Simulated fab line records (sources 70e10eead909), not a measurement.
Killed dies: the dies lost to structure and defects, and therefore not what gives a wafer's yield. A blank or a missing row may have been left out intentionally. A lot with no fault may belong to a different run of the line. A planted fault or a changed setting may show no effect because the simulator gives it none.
Chamber matching / flow nand_harc / NHARC_P_STI_ETCH_42 on rie_diel-09: 4 sister chambers
The step etches the open film in N2/H2, target depth 80 nm, overetch 24 nm, time 61 s. 8 wafers are shown with their chamber, then 8 later ones without.

WAFERS, EACH WITH ITS CHAMBER
wafer=L075.1; chamber=2; rf_vpp_V (V)=435.0; oes_product_au (a.u.)=1.026
wafer=L076.4; chamber=3; rf_vpp_V (V)=432.1; oes_product_au (a.u.)=0.994
wafer=L079.1; chamber=3; rf_vpp_V (V)=432.8; oes_product_au (a.u.)=1.010
wafer=L079.3; chamber=1; rf_vpp_V (V)=432.4; oes_product_au (a.u.)=1.013
wafer=L080.4; chamber=0; rf_vpp_V (V)=434.2; oes_product_au (a.u.)=0.990
wafer=L080.5; chamber=0; rf_vpp_V (V)=434.3; oes_product_au (a.u.)=1.006
wafer=L080.6; chamber=1; rf_vpp_V (V)=432.8; oes_product_au (a.u.)=0.993
wafer=L081.2; chamber=2; rf_vpp_V (V)=436.3; oes_product_au (a.u.)=1.007

WAFERS WITHOUT THEIR CHAMBER
wafer=L081.4; rf_vpp_V (V)=431.7; oes_product_au (a.u.)=1.000
wafer=L081.5; rf_vpp_V (V)=434.1; oes_product_au (a.u.)=1.004
wafer=L083.1; rf_vpp_V (V)=433.0; oes_product_au (a.u.)=0.997
wafer=L083.3; rf_vpp_V (V)=433.0; oes_product_au (a.u.)=1.003
wafer=L083.6; rf_vpp_V (V)=434.1; oes_product_au (a.u.)=1.004
wafer=L086.1; rf_vpp_V (V)=434.1; oes_product_au (a.u.)=0.990
wafer=L086.2; rf_vpp_V (V)=436.1; oes_product_au (a.u.)=0.997
wafer=L086.5; rf_vpp_V (V)=434.5; oes_product_au (a.u.)=0.993

EACH ONE'S CHAMBER
wafer=L081.4; from the rows above=can't be placed: 3 or 1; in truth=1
wafer=L081.5; from the rows above=0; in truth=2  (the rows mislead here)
wafer=L083.1; from the rows above=can't be placed: 1 or 3 or 0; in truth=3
wafer=L083.3; from the rows above=can't be placed: 1 or 3 or 0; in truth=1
wafer=L083.6; from the rows above=0; in truth=0
wafer=L086.1; from the rows above=0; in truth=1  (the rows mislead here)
wafer=L086.2; from the rows above=can't be placed: 2 or 0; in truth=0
wafer=L086.5; from the rows above=0; in truth=0
Placed correctly: 2 of 8. Can't be placed from these rows: 4 (the true chamber is among the candidates in 4). Number placed wrongly: 2.
How it was worked out, from the rows above alone: a wafer's distance from a chamber is the root of the sum, over the readings, of the square of ((its reading less the chamber's mean) divided by the reading's scatter). The wafer belongs to the nearest chamber; if the next one is less than 2 further off, it can't be placed. Each chamber's mean is taken over the wafers shown for it. The scatter is the square root of a quotient: the sum, over the shown wafers, of each reading's squared deviation from its chamber's mean, divided by wafers minus chambers.
